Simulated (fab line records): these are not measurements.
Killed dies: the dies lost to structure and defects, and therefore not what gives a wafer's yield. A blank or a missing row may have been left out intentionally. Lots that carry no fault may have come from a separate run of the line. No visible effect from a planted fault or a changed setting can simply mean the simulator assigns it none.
The same fault as seen by 2 desks / flow n5-finfet / what lay behind the numbers comes last; until then each desk has only its own

DESK OF THE TOOL OWNER: litho-track-01
The tool's own readings at N5_BEOL_M1_COAT_62 (time 60 s, resist thk 12 nm): means of the sampled wafers that have a number, for each lot that ran on this tool. A lot is out of limits, marked OUT, if its mean lies more than 4 standard deviations from the usual mean; the brackets give that distance.
Columns: A = spin-speed-rpm at N5_BEOL_M1_COAT_62, usual 1499.9 rpm
lot=L329; first seen here=day 7 00:05; A=1500.9
lot=L335; first seen here=day 8 14:41; A=1499.4
lot=L337; first seen here=day 9 08:59; A=1625.1 (+99 or more) OUT
lot=L339; first seen here=day 9 15:00; A=1625.4 (+99 or more) OUT
Finding of this desk: L337, L339 out of limits; the first was L337 at day 9 08:59, on spin-speed-rpm at N5_BEOL_M1_COAT_62. In limits: L329, L335.

THE METROLOGY DESK
What the gauges read for every lot (on any tool): the sampled wafers with a number, averaged. A lot is out of limits, marked OUT, if its mean lies more than 4 standard deviations from the usual mean; the brackets give that distance. Readings shown: 7 of its 11, picked as those furthest out on some lot.
Columns: A = M0_RS at N5_BEOL_M0_RS_MEAS_126, usual 0.532 ohm/sq; B = DIBL_N at N5_BEOL_M4_RC_MEAS_101, usual 36.4 mV/V; C = IOFF_P at N5_BEOL_M4_RC_MEAS_101, usual 0.211 nA/um; D = ION_P at N5_BEOL_M4_RC_MEAS_101, usual 462 uA/um; E = SS_N at N5_BEOL_M4_RC_MEAS_101, usual 71.5 mV/dec; F = VT_N at N5_BEOL_M4_RC_MEAS_101, usual 250.1 mV; G = VT_P at N5_BEOL_M4_RC_MEAS_101, usual -250.1 mV
lot=L326; first seen here=day 6 05:07; A=0.548; B=36.1; C=0.207; D=464; E=71.6; F=250.1; G=-250.5
lot=L329; first seen here=day 6 23:14; A=0.504; B=35.6; C=0.167; D=451; E=71.0; F=250.3; G=-255.5
lot=L331; first seen here=day 7 13:08; A=0.527; B=35.8; C=0.197; D=460; E=71.4; F=251.1; G=-251.8
lot=L332; first seen here=day 7 18:58; A=0.527; B=36.8; C=0.232; D=464; E=71.6; F=248.4; G=-246.8
lot=L333; first seen here=day 8 06:05; A=0.529; B=35.9; C=0.212; D=460; E=71.2; F=248.8; G=-250.8
lot=L334; first seen here=day 8 08:53; A=0.532; B=37.5; C=0.202; D=460; E=71.3; F=250.3; G=-249.2
lot=L335; first seen here=day 8 11:50; A=0.557; B=34.4; C=0.221; D=462; E=71.5; F=250.9; G=-248.6
lot=L337; first seen here=day 9 08:23; A=0.521; B=36.7; C=0.242; D=472; E=71.3; F=245.9; G=-244.2
lot=L339; first seen here=day 9 12:35; A=0.550; B=35.9; C=0.207; D=458; E=71.1; F=249.2; G=-250.2
This desk found nothing out of limits on any of the 9 lots.

ALL TOGETHER
The tool owner's desk had the chance to raise an alarm at day 9 08:59 on L337, L339.
At the metrology desk, nothing out of limits was observed.
The metrology desk holds a record of L337, L339, inside its limits.
Of the lots named, all ran N5_BEOL_M1_COAT_62 on litho-track-01.

WHAT THE SIMULATOR PUT IN
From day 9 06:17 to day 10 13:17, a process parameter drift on litho-track-01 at N5_BEOL_M1_COAT_62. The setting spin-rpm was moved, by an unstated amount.
Shown lots that were struck: L337, L339.
Delay in hours, fault start to first out-of-limits reading, by desk: the tool owner's desk at 3.
